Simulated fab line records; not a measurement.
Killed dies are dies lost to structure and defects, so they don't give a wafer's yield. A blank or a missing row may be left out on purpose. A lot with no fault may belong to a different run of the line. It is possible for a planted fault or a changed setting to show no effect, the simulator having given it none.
Chamber matching | flow n5_finfet | 4 sister chambers for N5_BEOL_M0_STRIP_104 on rie_diel-04
The step strips in N2/H2. 18 wafers are shown with their chamber, then 9 later ones without.

## WAFERS WITH THEIR CHAMBER
wafer  | chamber | throttle_valve_pct (%) | drypump_motor_current_A (A) | showerhead_plenum_p_Torr (Torr)
L076.1 | 1       | 23.1                   | 5.3                         | 2.56
L076.2 | 3       | 23.2                   | 6.5                         | 2.64
L076.3 | 2       | 24.3                   | 5.5                         | 2.63
L076.4 | 2       | 24.3                   | 5.4                         | 2.63
L076.5 | 3       | 23.2                   | 6.5                         | 2.64
L076.6 | 1       | 23.1                   | 5.3                         | 2.56
L080.3 | 3       | 23.2                   | 6.5                         | 2.63
L080.5 | 3       | 23.3                   | 6.5                         | 2.63
L080.6 | 2       | 24.3                   | 5.4                         | 2.63
L083.1 | 3       | 23.2                   | 6.5                         | 2.63
L083.4 | 0       | 23.5                   | 6.4                         | 2.71
L083.6 | 0       | 23.5                   | 6.4                         | 2.71
L086.1 | 2       | 24.3                   | 5.5                         | 2.62
L086.4 | 1       | 23.1                   | 5.3                         | 2.55
L086.6 | 0       | 23.5                   | 6.4                         | 2.71
L089.1 | 1       | 23.1                   | 5.4                         | 2.55
L089.2 | 0       | 23.5                   | 6.4                         | 2.70
L089.3 | 2       | 24.3                   | 5.5                         | 2.61

SIGNATURES (means of the wafers above)
reading                  | chamber 0 | chamber 1 | chamber 2 | chamber 3 | scatter within a chamber
throttle_valve_pct       | 23.500    | 23.100    | 24.300    | 23.220    | 0.0239
drypump_motor_current_A  | 6.400     | 5.325     | 5.460     | 6.500     | 0.0373
showerhead_plenum_p_Torr | 2.7075    | 2.5550    | 2.6240    | 2.6340    | 0.00663
Rule: for each reading, subtract the chamber's mean from the wafer's reading, divide by that reading's scatter and square the result; add these up over the readings and take the root, which gives the wafer's distance from the chamber. If the next closest chamber is less than 2 further off than the closest, the wafer can't be placed; otherwise it belongs to the closest. The scatter: take each reading less its chamber's mean, square it, sum over the shown wafers, divide by the number of wafers less the number of chambers, and take the root.

## WAFERS MISSING THEIR CHAMBER
wafer  | throttle_valve_pct (%) | drypump_motor_current_A (A) | showerhead_plenum_p_Torr (Torr)
L089.4 | 23.5                   | 6.4                         | 2.70
L089.5 | 23.1                   | 5.4                         | 2.55
L089.6 | 24.3                   | 5.5                         | 2.61
L095.1 | 23.2                   | 5.3                         | 2.54
L095.2 | 24.4                   | 5.4                         | 2.60
L095.4 | 23.5                   | 6.4                         | 2.69
L097.4 | 23.5                   | 6.4                         | 2.69
L097.5 | 23.2                   | 5.4                         | 2.54
L097.6 | 24.3                   | 5.4                         | 2.60

## EACH ONE'S CHAMBER
wafer  | from the rows above | in truth
L089.4 | 0                   | 0
L089.5 | 1                   | 1
L089.6 | 2                   | 2
L095.1 | 1                   | 1
L095.2 | 2                   | 2
L095.4 | 0                   | 0
L097.4 | 0                   | 0
L097.5 | 1                   | 1
L097.6 | 2                   | 2
9 of 9 placed correctly. Not placeable from these rows: 0. Wrongly placed: 0.
